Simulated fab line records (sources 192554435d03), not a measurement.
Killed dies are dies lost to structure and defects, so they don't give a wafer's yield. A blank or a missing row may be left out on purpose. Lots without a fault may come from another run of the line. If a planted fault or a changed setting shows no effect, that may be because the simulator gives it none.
Comparing a struck lot with a sound one ; flow n5 finfet ; 16 steps out of a route of 1938
Sound: wafers L173.1, L173.5, L173.6. Struck: wafer L187.5. (L187.2, L187.4 of the same lot were not struck and are left out.) The cause comes at the end.
Per side, at each step with rows, come the tool, then ch with its chambers, and then its first start. Under that, the readings that differ: sound wafers ; struck wafers ; difference of the means ; sigmas: that difference in standard deviations of wafers without a fault.
alike: same words and numbers on both sides, and readings whose means sit less than 2 such deviations apart. not compared: any withheld reading, any reading some wafer has no value for, any bound like >300 that may hide the same value, and any number with overlapping values for which the record gives no deviation.
Wherever a step has rows on one side only, a row that says differs or no value, or a row with sigmas, the two part there. Numbers that have no deviation but don't overlap get no sigmas and don't part them. A reading missing from all wafers of one side parts the sides only when that side holds two or more wafers.

N5_MOL_CONTACT_COAG_OVL_MEAS_85:
  sound on overlay-01 ch 0, day 6 22:46; struck on overlay-01 ch 0, day 10 08:22
  alike: VG_OVL
N5_MOL_CONTACT_COAG_INSPECT_57: inspects for defects (brightfield).
  sound on defect inspect-02, day 6 22:50; struck on defect inspect-02, day 10 08:26
  alike: raw defect count
N5_MOL_CONTACT_COAG_DESCUM_88: chemistry O2, time 7 s.
  sound on rie diel-01 ch 0,3, day 6 23:08; struck on rie diel-01 ch 0, day 10 08:34
  alike: drypump motor current A, oes product au, rf vpp V, showerhead plenum p Torr, throttle valve pct
  not compared: rf hours counter h
then, 1 step without rows for these wafers: N5_MOL_CONTACT_COAG_ETCH_89 (etches underlayer in N2/H2, target depth 13 nm, time 10.4 s).
N5_MOL_CONTACT_COAG_ETCH_90: etches SiARC in CF4, target depth 13 nm, time 21.7 s.
  sound on rie diel-01 ch 0,3, day 6 23:11; struck on rie diel-01 ch 0, day 10 08:37
  alike: drypump motor current A, etch rf on time s, oes product au, rf vpp V, showerhead plenum p Torr, throttle valve pct
  not compared: rf hours counter h
N5_MOL_CONTACT_COAG_ALD_131: deposits SiO2, target thk 5 nm, pulse time 1 s, co reactant pulse time 1 s.
  sound on ald sin-02 ch 0,1,3, day 6 23:16; struck on ald sin-02 ch 2, day 10 08:42
  alike: heater power outer w, heater power w, precursor pulse height rel
then, 1 step without rows for these wafers: N5_MOL_CONTACT_COAG_ETCHBACK_132 (etches SiO2 in CHF3, target depth 10 nm, time 6.7 s).
N5_MOL_CONTACT_COAG_ETCH_91: etches SOC in N2/H2, target depth 60 nm, overetch 21 nm, time 101.2 s.
  sound on rie diel-05 ch 2,3, day 6 23:29; struck on rie diel-02 ch 3, day 10 08:55
reading;sound;struck;difference;sigmas
throttle valve pct (%);17.65 17.64 17.83;18.20;+0.49;+3
  alike: drypump motor current A, oes product au, rf vpp V, showerhead plenum p Torr
  not compared: rf hours counter h
then, 2 steps without rows for these wafers: N5_MOL_CONTACT_COAG_STRIP_92 (strips in N2/H2); N5_MOL_CONTACT_COAG_STRIP_93 (strips in N2/H2).
N5_MOL_CONTACT_COAG_ETCHBACK_135: etches SiO2 in CHF3, target depth 25 nm, time 16.7 s.
  sound on rie diel-05 ch 2,3, day 6 23:34; struck on rie diel-02 ch 3, day 10 09:00
  alike: drypump motor current A, oes product au, rf vpp V, showerhead plenum p Torr, throttle valve pct
  not compared: rf hours counter h
then, 1 step without rows for these wafers: N5_MOL_CONTACT_COAG_STRIP_118 (strips in CHF3).
N5_MOL_CONTACT_COAG_VIA_ETCH_46: etches SiO2 in C4F6/O2, target depth 46 nm, overetch 9.2 nm, time 40 s.
  sound on rie diel-05 ch 2,3, day 6 23:36; struck on rie diel-02 ch 3, day 10 09:02
reading;sound;struck;difference;sigmas
rf vpp V (V);1604 1602 1591;1554;-45;-2
model.SOC_of_MOL_CONTACT_COAG_COAT_75.thk nm (nm);50.6 50.6 50.8;51.2;+0.5;
  alike: drypump motor current A, oes product au, showerhead plenum p Torr, throttle valve pct
  not compared: rf hours counter h
then, 1 step without rows for these wafers: N5_MOL_CONTACT_COAG_STRIP_96 (strips in N2/H2).
-- record jumps: 3 days separate the struck wafers' starts on either side; left off in module MOL_CONTACT_COAG, taken up again in module BEOL_M4, whose first shown step is the route's number 1111 --
N5_BEOL_M4_RC_MEAS_101:
  sound on prober-01 ch 0, day 9 18:23; struck on prober-01 ch 0, day 13 10:53
  alike: DIBL_N, DIBL_P, IOFF_N, IOFF_P, ION_N, ION_P, SS_N, SS_P, VT_N, VT_P
N5_PASSIVATION_PROBE_49:
  sound wafers here have rows in the record (prober-01, day 14 04:23); struck ones have none

WHERE THEY PART
Earliest at N5_MOL_CONTACT_COAG_ETCH_91; latest, in this record, at N5_PASSIVATION_PROBE_49.

WHY: whatever the simulator had introduced
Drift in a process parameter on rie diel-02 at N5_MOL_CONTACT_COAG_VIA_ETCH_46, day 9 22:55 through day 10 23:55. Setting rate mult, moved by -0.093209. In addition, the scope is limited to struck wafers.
